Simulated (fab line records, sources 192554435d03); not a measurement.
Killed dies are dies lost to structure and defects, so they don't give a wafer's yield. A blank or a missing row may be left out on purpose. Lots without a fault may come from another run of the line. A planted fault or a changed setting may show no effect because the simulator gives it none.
fab line records | flow n5_finfet
record lots=7 wafers=39
route steps=1938 shown SPACER0@260 SD_EPI_N@262 HKMG_FIN@401 BEOL_M7@1308
start_h: hours from the record's first day to the start of the lot's first wafer shown | wait_h: hours since the lot's step before | " the same as in the row above | L1.1+2: a row that stands for several wafers | - no value, or no start given | * or withheld: withheld | < > ~ a bound
route shown NAME@n: a module of which the file shows steps, and the number in the route of the first | usual: mean/standard deviation of fault-free wafers | same: alike in all rows | chamber/n: place in a boat | sites: the reading at each site | _std_site: their standard deviation | _edge_site: outer sites' mean less inner sites' | radius_mm: how far each site lies from the wafer's centre | mask NAME#n: copy n | behind: the tool/chamber that last shaped the wafer | hold: why the lot was held/for how many hours/how that ended | device: the transistor (n, p or np) that didn't switch | end of line: the same wafers' tests at the end of the route | a step without rows: its recipe alone | killed: dies lost to structure and defects at the first sort, not the wafer's yield | map: a wafer's dies, x killed, . not, _ none there
set.NAME: the setting as run; set.NAME@STEP: as run at that earlier step | model.NAME: the simulator's own value behind a step, which no gauge read
lots whose settings were changed on purpose; a table a step, a row a wafer
## steps
# step N5_SPACER0_ALD_08
# recipe material=SiNx target_thk_a=20 temp_c=400 ald_precursor_family=SiH2I2 ald_co_reactant=N2/H2-plasma pressure_torr=2
# columns lot.wafer tool chamber start_h wait_h set.target_thk_a model.SiNx_of_SPACER0_ALD_08.thk_nm
L075.2+3+4 ald_sin-03 0,2,3 56.23 0.1 20 2
L078.1+2+4 ald_sin-01 3,2,0 73.14 0.1 20 2
L078.3+5+6 " 1,3,0 " " 14.09 1.4
L085.1+2+3+4+5+6 ald_sin-03 3,1,2,0,1,0 114.33 0.1 20 2
L087.1+2+3+4+5+6 ald_sin-02 0,1,3,2,1,0 125.63 0.1 20 2
L092.1+4+6 ald_sin-02 1,0,3 158.93 0.1 8.399 0.8
L092.2+3+5 " 3,2,0 " " 20 2
L094.1+3+4 ald_sin-02 1,0,3 170.59 0.1 16.47 1.6
L094.2+5+6 " 2,3,2 " " 20 2
L097.1+2+4 ald_sin-01 3,2,1 187.81 0.1 31.15 3.2
L097.3+5+6 " 0,1,0 " " 20 2
# step N5_SD_EPI_N_COAT_32
# recipe resist=SOC temp_c=250 time_s=60 spin_rpm=1500 resist_thk_nm=350
# step N5_SD_EPI_N_SD_RECESS_17
# recipe chemistry=HBr/Cl2/O2 target_depth_a=410 mask_material=SOC time_s=23.7 bt_time_s=3 pressure_mtorr=10 icp_w=800 bias_w=112 HBr_flow_sccm=150 Cl2_flow_sccm=80 O2_flow_sccm=12
# step N5_SD_EPI_N_STRIP_38
# recipe chemistry=N2/H2 power_w=1000 temp_c=250 h2_frac=0.65 overash_fraction=0.3 pressure_mtorr=withheld n2_flow_sccm=1750 h2_flow_sccm=3250
# step N5_SD_EPI_N_WET_ETCH_43
# recipe chemistry=dHF dilution=withheld time_s=14 target=SiO2 target_depth_a=15 temp_c=25
# columns lot.wafer tool chamber start_h wait_h set.target_thk_a@SPACER0_ALD_08 model.SiNx_of_SPACER0_ALD_08.thk_nm
L075.2+3+4 wet_bench-05 3,4,5 58.11 - 20 1.6
L078.1+2+4 wet_bench-05 0,5,4 74.65 - 20 1.6
L078.3+5+6 " 2,1,3 " " 14.09 1
L085.1+2+3+4+5+6 wet_bench-06 1,3,4,0,5,2 115.94 - 20 1.6
L087.1+2+3+4+5 wet_bench-04 1,7,2,3,6 127.02 - 20 1.6
L087.6 " 0 " " 20 1.4
L092.1+4+6 wet_bench-04 6,3,5 160.32 - 8.399 0.4
L092.2+3+5 " 4,7,0 " " 20 1.6
L094.1+3+4 wet_bench-04 2,0,1 172.10 - 16.47 1.2
L094.2+5+6 " 3,6,7 " " 20 1.6
L097.1+2+4 wet_bench-05 0,5,6 189.97 - 31.15 2.6
L097.3+5+6 " 2,7,1 " " 20 1.6
# step N5_SD_EPI_N_STRIP_18
# recipe chemistry=SPM time_s=750 temp_c=130 h2so4_h2o2_vol_ratio=4
# step N5_SD_EPI_N_SRD_20
# recipe dry=ipa_marangoni do_ppb=5 time_s=30 temp_c=23 rinse_liquid=diw
# step N5_SD_EPI_N_PRECLEAN_48
# recipe chemistry=NF3:NH3 afs_cycles=2 temp_c=30 time_s=20 sublimation_temp_c=180 sublimation_time_s=60 pressure_torr=3 rf_power_w=30
# columns lot.wafer tool chamber start_h wait_h set.target_thk_a@SPACER0_ALD_08 model.SiNx_of_SPACER0_ALD_08.thk_nm
L075.2+3+4 epi_rpcvd-03 0 58.45 0.1 20 1.2
L078.1+4 epi_rpcvd-03 0 74.91 0.0 20 1.4
L078.2 " 0 " " 20 1.2
L078.3+5+6 " 0 " " 14.09 0.8
L085.1 epi_rpcvd-03 0 116.21 0.0 20 1.4
L085.2+3+4+5+6 " 0 " " 20 1.2
L087.1+3+4+6 epi_rpcvd-03 0 127.28 0.0 20 1.2
L087.2+5 " 0 " " 20 1.4
L092.1+4+6 epi_rpcvd-04 0 160.59 0.0 8.399 0.2
L092.2 " 0 " " 20 1.2
L092.3+5 " 0 " " 20 1.4
L094.1+3+4 epi_rpcvd-03 0 172.36 0.0 16.47 1
L094.2+5+6 " 0 " " 20 1.2
L097.1+2+4 epi_rpcvd-03 0 190.23 0.0 31.15 2.4
L097.3+6 " 0 " " 20 1.2
L097.5 " 0 " " 20 1.4
# step N5_HKMG_FIN_DESCUM_53
# recipe chemistry=O2 time_s=7.9 source_power_w=50 bias_power_w=20 pressure_mtorr=20 rf_frequency_hz=2.712e+07 temp_c=40 resist=CAR-ArF o2_flow_sccm=225
# columns lot.wafer tool chamber start_h wait_h set.time_s model.CAR-ArF_of_HKMG_FIN_COAT_43.thk_nm
L075.2+4 rie_diel-02 1,3 78.99 0.0 7.9 83.4
L075.3 " 2 " " 7.9 83.6
L078.1+5 rie_diel-02 2 95.40 0.0 7.9 83.6
L078.2 " 0 " " 7.9 83.4
L078.3 " 1 " " 12.3 80.6
L078.4+6 " 3 " " 12.3 81.2
L085.1 rie_diel-05 2 138.79 0.1 7.9 83.6
L085.2 " 3 " " 10.21 82.4
L085.3 " 0 " " 7.9 83.4
L085.4 " 1 " " 10.21 81.8
L085.5 " 1 " " 7.9 83.2
L085.6 " 2 " " 10.21 82.2
L087.1+4 rie_diel-02 3,2 149.18 0.0 7.9 83.2
L087.2+3+5+6 " 1,0,3,2 " " 7.9 83.4
L092.1+2+3+4 rie_diel-03 2,0,1,3 184.39 0.0 7.9 83.8
L092.5+6 " 0,3 " " 7.9 84
L094.1 rie_diel-03 3 195.74 0.0 9.666 82.6
L094.2 " 2 " " 7.9 83.4
L094.3 " 0 " " 9.666 82.8
L094.4+6 " 1,2 " " 7.9 83.6
L094.5 " 3 " " 9.666 82.4
L097.1+4+5 rie_diel-03 3,1,3 212.56 0.1 9.997 82
L097.2 " 0 " " 7.9 83.4
L097.3 " 2 " " 7.9 83
L097.6 " 2 " " 7.9 83.2
# step N5_HKMG_FIN_ETCH_54
# recipe chemistry=CF4 target=SiARC target_depth_a=455 mask_material=CAR-ArF time_s=75.8 ion_energy_ev=80 pressure_mtorr=40 source_w=545 bias_w=36 Ar_flow_sccm=100 cf4_flow_sccm=100 ends=cleared
# columns lot.wafer tool chamber start_h wait_h set.time_s@HKMG_FIN_DESCUM_53 model.CAR-ArF_of_HKMG_FIN_COAT_43.thk_nm
L075.2+4 rie_diel-02 1,3 79.02 0.0 7.9 50.8
L075.3 " 2 " " 7.9 51
L078.1 rie_diel-02 2 95.44 0.0 7.9 51
L078.2+5 " 0,2 " " 7.9 50.8
L078.3 " 1 " " 12.3 48
L078.4 " 3 " " 12.3 48.4
L078.6 " 3 " " 12.3 48.6
L085.1 rie_diel-05 2 138.83 0.0 7.9 50.8
L085.2 " 3 " " 10.21 49.6
L085.3 " 0 " " 7.9 50.6
L085.4 " 1 " " 10.21 49.2
L085.5 " 1 " " 7.9 50.4
L085.6 " 2 " " 10.21 49.4
L087.1+2+3+4+5+6 rie_diel-02 3,1,0,2,3,2 149.21 0.0 7.9 50.8
L092.1+2+3+4 rie_diel-03 2,0,1,3 184.42 0.0 7.9 51.2
L092.5+6 " 0,3 " " 7.9 51.4
L094.1+3 rie_diel-03 3,0 195.77 0.0 9.666 50.2
L094.2 " 2 " " 7.9 50.8
L094.4+6 " 1,2 " " 7.9 51
L094.5 " 3 " " 9.666 50
L097.1+4+5 rie_diel-03 3,1,3 212.59 0.0 9.997 49.4
L097.2 " 0 " " 7.9 50.8
L097.3+6 " 2 " " 7.9 50.6
# step N5_BEOL_M7_TRENCH_ETCH_37
# recipe chemistry=C4F6/O2 target_depth_a=934.78 target=SiCOH_lowk time_s=31.2 ion_energy_ev=250 pressure_mtorr=30 source_w=345 bias_w=185 Ar_flow_sccm=300 C4F6_flow_sccm=10 O2_flow_sccm=10
# columns lot.wafer tool chamber start_h wait_h set.target_depth_a model.BEOL_M7.feature_depth_nm model.etch.depth_nm
L075.2 rie_diel-06 0 - - 934.78 92 92.01
L075.3 " 1 " " 934.78 95 94.99
L075.4 " 2 " " 934.78 93.2 93.13
L078.1 rie_diel-04 1 - - 934.78 97.4 97.41
L078.2 " 3 " " 934.78 96.8 96.77
L078.3 " 2 " " 619.2 64 63.99
L078.4 " 3 " " 934.78 95.6 95.66
L078.5 " 2 " " 619.2 63.6 63.55
L078.6 " 1 " " 619.2 64.4 64.37
L085.1 rie_diel-06 2 - - 934.78 92.2 92.26
L085.2 " 0 " " 1285 125.4 125.4
L085.3 " 3 " " 1285 123.6 123.6
L085.4 " 1 " " 934.78 93.4 93.33
L085.5 " 0 " " 934.78 91.6 91.55
L085.6 " 1 " " 1285 129.2 129.1
L087.1 rie_diel-01 1 - - 934.78 90.4 90.49
L087.2 " 0 " " 758.2 75 75.02
L087.3 " 3 " " 934.78 95.4 95.38
L087.4 " 2 " " 758.2 79.6 79.57
L087.5 " 0 " " 934.78 92.4 92.38
L087.6 " 3 " " 758.2 77 76.93
L092.1 rie_diel-01 0 - - 934.78 94.4 94.5
L092.2 " 1 " " 934.78 92.6 92.55
L092.3 " 2 " " 934.78 98.8 98.7
L092.4 " 3 " " 934.78 96.6 96.69
L092.5 " 0 " " 934.78 95.2 95.11
L092.6 " 1 " " 934.78 92 92.01
L097.1 rie_diel-01 3 - - 934.78 94.6 94.52
L097.2 " 2 " " 1195 124.6 124.5
L097.3 " 0 " " 1195 119.2 119.2
L097.4 " 1 " " 934.78 90.6 90.54
L097.5 " 3 " " 934.78 95.2 95.22
L097.6 " 2 " " 1195 123.8 123.8
L094.1 rie_diel-06 0 - - 1200 118.2 118.3
L094.2 " 2 " " 1200 119.4 119.5
L094.3 " 3 " " 934.78 90.8 90.79
L094.4 " 0 " " 1200 118 118
L094.5 " 3 " " 934.78 90.8 90.81
L094.6 " 2 " " 934.78 92.4 92.32
# step N5_BEOL_M7_ETCH_41
# recipe chemistry=CH3F/O2 target=SiCN target_depth_a=319 taper_deg=2 time_s=57.8 ion_energy_ev=120 mask_material=TiN pressure_mtorr=30 source_w=395 bias_w=75 Ar_flow_sccm=150 CH3F_flow_sccm=30 O2_flow_sccm=20
# step N5_BEOL_M7_STRIP_80
# recipe chemistry=N2/H2 time_s=10 power_w=450 temp_c=40 pressure_mtorr=20 rf_frequency_hz=6e+07 bias_power_w=7 n2_flow_sccm=200 h2_flow_sccm=200
# step N5_BEOL_M7_OCD_MEAS_38
# usual trench_depth_nm=93.6/2.2
# columns lot.wafer tool chamber start_h wait_h set.target_depth_a@BEOL_M7_TRENCH_ETCH_37 trench_depth_nm
L075.2 ocd-01 - 222.67 - 934.78 91.4
L075.3 " - " " 934.78 95.1
L075.4 " - " " 934.78 92.8
L078.1 ocd-01 - 258.36 - 934.78 97.5
L078.2 " - " " 934.78 96.8
L078.3 " - " " 619.2 63.6
L078.4 " - " " 934.78 95.7
L078.5 " - " " 619.2 63.0
L078.6 " - " " 619.2 64.4
L085.1 ocd-02 - 298.14 - 934.78 92.1
L085.2 " - " " 1285 125.5
L085.3 " - " " 1285 124.0
L085.4 " - " " 934.78 93.5
L085.5 " - " " 934.78 91.7
L085.6 " - " " 1285 129.6
L087.1 ocd-01 - 303.81 - 934.78 90.5
L087.2 " - " " 758.2 75.1
L087.3 " - " " 934.78 95.4
L087.4 " - " " 758.2 79.5
L087.5 " - " " 934.78 92.4
L087.6 " - " " 758.2 76.9
L092.1 ocd-01 - 338.19 - 934.78 94.0
L092.2 " - " " 934.78 92.4
L092.3 " - " " 934.78 98.5
L092.4 " - " " 934.78 96.6
L092.5 " - " " 934.78 95.5
L092.6 " - " " 934.78 91.9
L097.1 ocd-02 - 347.05 - 934.78 95.2
L097.2 " - " " 1195 124.9
L097.3 " - " " 1195 119.0
L097.4 " - " " 934.78 90.9
L097.5 " - " " 934.78 95.2
L097.6 " - " " 1195 123.6
L094.1 ocd-01 - 358.54 - 1200 118.3
L094.2 " - " " 1200 119.1
L094.3 " - " " 934.78 89.9
L094.4 " - " " 1200 118.0
L094.5 " - " " 934.78 90.8
L094.6 " - " " 934.78 92.3
# step N5_BEOL_M7_HM_STRIP_39
# recipe chemistry=peroxide_tin_strip material=TiN target_depth_a=250 temp_c=50 time_s=158
# step N5_BEOL_M7_SRD_40
# recipe time_s=30 temp_c=23 rinse_liquid=diw dry=ipa_marangoni
# step N5_BEOL_M7_ECD_50
# recipe material=Cu target_thk_a=3000
# step N5_BEOL_M7_ANNEAL_51
# recipe temp_c=225 time_s=90 ambient=N2
# step N5_BEOL_M7_CMP_52
# recipe stop_on=SiCOH_lowk t_overpolish_s=6.9 down_force_psi=1 platen_rpm=50 clearing_platen_down_force_psi=1.5 clearing_platen_rpm=50 post_cmp_clean=cu_alkaline target_thk_nm=80 clearing_platen_pad_velocity_m_s=0.99484 pad_velocity_m_s=0.99484
# columns lot.wafer tool chamber start_h wait_h set.target_depth_a@BEOL_M7_TRENCH_ETCH_37 model.Cu_of_BEOL_M7_ECD_50.thk_nm
L075.4 cmp-04 1 225.47 0.2 934.78 80
L075.2 " 2 " " 934.78 76.8
L075.3 " 3 " " 934.78 81.4
L078.1 cmp-04 2 260.11 0.3 934.78 82.4
L078.4 " 3 " " 934.78 84.4
L078.3 " 0 " " 619.2 49
L078.2 " 1 " " 934.78 83.6
L078.6 " 2 " " 619.2 50
L078.5 " 3 " " 619.2 50.6
L085.3 cmp-01 0 301.43 0.2 1285 109.2
L085.4 " 1 " " 934.78 80.8
L085.1 " 2 " " 934.78 79.4
L085.2 " 3 " " 1285 110
L085.5 " 0 " " 934.78 77.2
L085.6 " 1 " " 1285 115.2
L087.3 cmp-01 0 306.90 0.3 934.78 82.8
L087.4 " 1 " " 758.2 67.2
L087.2 " 2 " " 758.2 63.4
L087.1 " 3 " " 934.78 75.4
L087.6 " 0 " " 758.2 63.2
L087.5 " 1 " " 934.78 79.8
L092.2 cmp-01 1 341.08 0.2 934.78 80.2
L092.3 " 2 " " 934.78 87.2
L092.4 " 3 " " 934.78 81
L092.1 " 0 " " 934.78 80.8
L092.6 " 1 " " 934.78 80
L092.5 " 2 " " 934.78 83
L097.1 cmp-04 1 349.62 0.3 934.78 80.8
L097.2 " 2 " " 1195 109.4
L097.3 " 3 " " 1195 104.4
L097.4 " 0 " " 934.78 76.2
L097.5 " 1 " " 934.78 81.8
L097.6 " 2 " " 1195 110.2
L094.2+1 cmp-04 2,3 360.64 0.2 1200 105.4
L094.3 " 0 " " 934.78 76.8
L094.4 " 1 " " 1200 104.4
L094.6 " 2 " " 934.78 78.6
L094.5 " 3 " " 934.78 76.6
# step N5_BEOL_M7_THK_MEAS_53
# recipe thk_meas_gauge=xrf reads=Cu_of_BEOL_M7_ECD_50
# usual M7_THK=78.1/2.5
# columns lot.wafer tool chamber start_h wait_h set.target_depth_a@BEOL_M7_TRENCH_ETCH_37 M7_THK[nm]
L075.2 film_metro-01 - 225.72 - 934.78 75.1
L075.3 " - " " 934.78 79.2
L075.4 " - " " 934.78 78.0
L078.1 film_metro-02 - 260.40 - 934.78 80.3
L078.2 " - " " 934.78 81.5
L078.3 " - " " 619.2 47.9
L078.4 " - " " 934.78 82.2
L078.5 " - " " 619.2 49.5
L078.6 " - " " 619.2 48.6
L085.1 film_metro-02 - 301.72 - 934.78 77.1
L085.2 " - " " 1285 106.7
L085.3 " - " " 1285 106.2
L085.4 " - " " 934.78 78.4
L085.5 " - " " 934.78 75.0
L085.6 " - " " 1285 112.2
L087.1 film_metro-01 - 307.19 - 934.78 73.1
L087.2 " - " " 758.2 61.6
L087.3 " - " " 934.78 80.3
L087.4 " - " " 758.2 65.1
L087.5 " - " " 934.78 77.4
L087.6 " - " " 758.2 61.3
L092.1 film_metro-02 - 341.37 - 934.78 78.2
L092.2 " - " " 934.78 77.5
L092.3 " - " " 934.78 84.1
L092.4 " - " " 934.78 78.5
L092.5 " - " " 934.78 80.3
L092.6 " - " " 934.78 77.3
L097.1 film_metro-02 - 349.91 - 934.78 78.3
L097.2 " - " " 1195 105.8
L097.3 " - " " 1195 101.2
L097.4 " - " " 934.78 73.4
L097.5 " - " " 934.78 79.3
L097.6 " - " " 1195 106.6
L094.1 film_metro-01 - 360.93 - 1200 102.7
L094.2 " - " " 1200 102.8
L094.3 " - " " 934.78 75.4
L094.4 " - " " 1200 101.9
L094.5 " - " " 934.78 74.3
L094.6 " - " " 934.78 76.6
# step N5_BEOL_M7_PRE_CLEAN_55
# recipe gas=NH3 time_s=15 temp_c=withheld rf_power_w=300
# step N5_BEOL_M7_DEP_56
# recipe material=SiCN target_thk_a=100 temp_c=withheld precursor=3MS/NH3 pressure_torr=3 rf_w=202 time_s=17.5
# step N5_BEOL_M7_RS_MEAS_57
# recipe thk_meas_gauge=four-point-probe reads=Cu_of_BEOL_M7_ECD_50+Co_of_BEOL_M7_CVD_78+TaN_of_BEOL_M7_ALD_77
# usual M7_RS=0.285/0.01
# columns lot.wafer tool chamber start_h wait_h set.target_depth_a@BEOL_M7_TRENCH_ETCH_37 M7_RS[ohm/sq]
L075.2 film_metro-01 - 225.85 0.1 934.78 0.300
L075.3 " - " " 934.78 0.280
L075.4 " - " " 934.78 0.286
L078.1 film_metro-02 - 260.54 0.1 934.78 0.276
L078.2 " - " " 934.78 0.272
L078.3 " - " " 619.2 0.517
L078.4 " - " " 934.78 0.269
L078.5 " - " " 619.2 0.497
L078.6 " - " " 619.2 0.506
L085.1 film_metro-01 - 301.85 0.1 934.78 0.288
L085.2 " - " " 1285 0.198
L085.3 " - " " 1285 0.200
L085.4 " - " " 934.78 0.282
L085.5 " - " " 934.78 0.297
L085.6 " - " " 1285 0.188
L087.1 film_metro-01 - 307.32 0.1 934.78 0.305
L087.2 " - " " 758.2 0.377
L087.3 " - " " 934.78 0.274
L087.4 " - " " 758.2 0.352
L087.5 " - " " 934.78 0.287
L087.6 " - " " 758.2 0.378
L092.1 film_metro-01 - 341.50 0.1 934.78 0.282
L092.2 " - " " 934.78 0.285
L092.3 " - " " 934.78 0.258
L092.4 " - " " 934.78 0.281
L092.5 " - " " 934.78 0.274
L092.6 " - " " 934.78 0.285
L097.1 film_metro-01 - 350.04 0.1 934.78 0.283
L097.2 " - " " 1195 0.199
L097.3 " - " " 1195 0.210
L097.4 " - " " 934.78 0.302
L097.5 " - " " 934.78 0.278
L097.6 " - " " 1195 0.197
L094.1 film_metro-01 - 361.09 0.1 1200 0.208
L094.2 " - " " 1200 0.208
L094.3 " - " " 934.78 0.299
L094.4 " - " " 1200 0.210
L094.5 " - " " 934.78 0.302
L094.6 " - " " 934.78 0.292
## key
split step=N5_SPACER0_ALD_08 setting=target_thk_a stated=20 by=wafer
response step=N5_SPACER0_ALD_08 reading=model.SiNx_of_SPACER0_ALD_08.thk_nm change=+0.0211 per=1% r=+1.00
response step=N5_SD_EPI_N_WET_ETCH_43 reading=model.SiNx_of_SPACER0_ALD_08.thk_nm change=+0.0196 per=1% r=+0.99
response step=N5_SD_EPI_N_PRECLEAN_48 reading=model.SiNx_of_SPACER0_ALD_08.thk_nm change=+0.0194 per=1% r=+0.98
split step=N5_HKMG_FIN_DESCUM_53 setting=time_s stated=7.9 by=wafer
response step=N5_HKMG_FIN_DESCUM_53 reading=model.CAR-ArF_of_HKMG_FIN_COAT_43.thk_nm change=-0.0447 per=1% r=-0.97
response step=N5_HKMG_FIN_ETCH_54 reading=model.CAR-ArF_of_HKMG_FIN_COAT_43.thk_nm change=-0.0441 per=1% r=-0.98
split step=N5_BEOL_M7_TRENCH_ETCH_37 setting=target_depth_a stated=934.78 by=wafer
response step=N5_BEOL_M7_TRENCH_ETCH_37 reading=model.BEOL_M7.feature_depth_nm change=+0.946 per=1% r=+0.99
response step=N5_BEOL_M7_TRENCH_ETCH_37 reading=model.etch.depth_nm change=+0.947 per=1% r=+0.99
response step=N5_BEOL_M7_OCD_MEAS_38 reading=trench_depth_nm change=+0.95 per=1% r=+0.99
response step=N5_BEOL_M7_CMP_52 reading=model.Cu_of_BEOL_M7_ECD_50.thk_nm change=+0.938 per=1% r=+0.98
response step=N5_BEOL_M7_THK_MEAS_53 reading=M7_THK change=+0.912 per=1% r=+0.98
response step=N5_BEOL_M7_RS_MEAS_57 reading=M7_RS shape=bent at_lowest=0.507 at_stated=0.285 at_highest=0.195
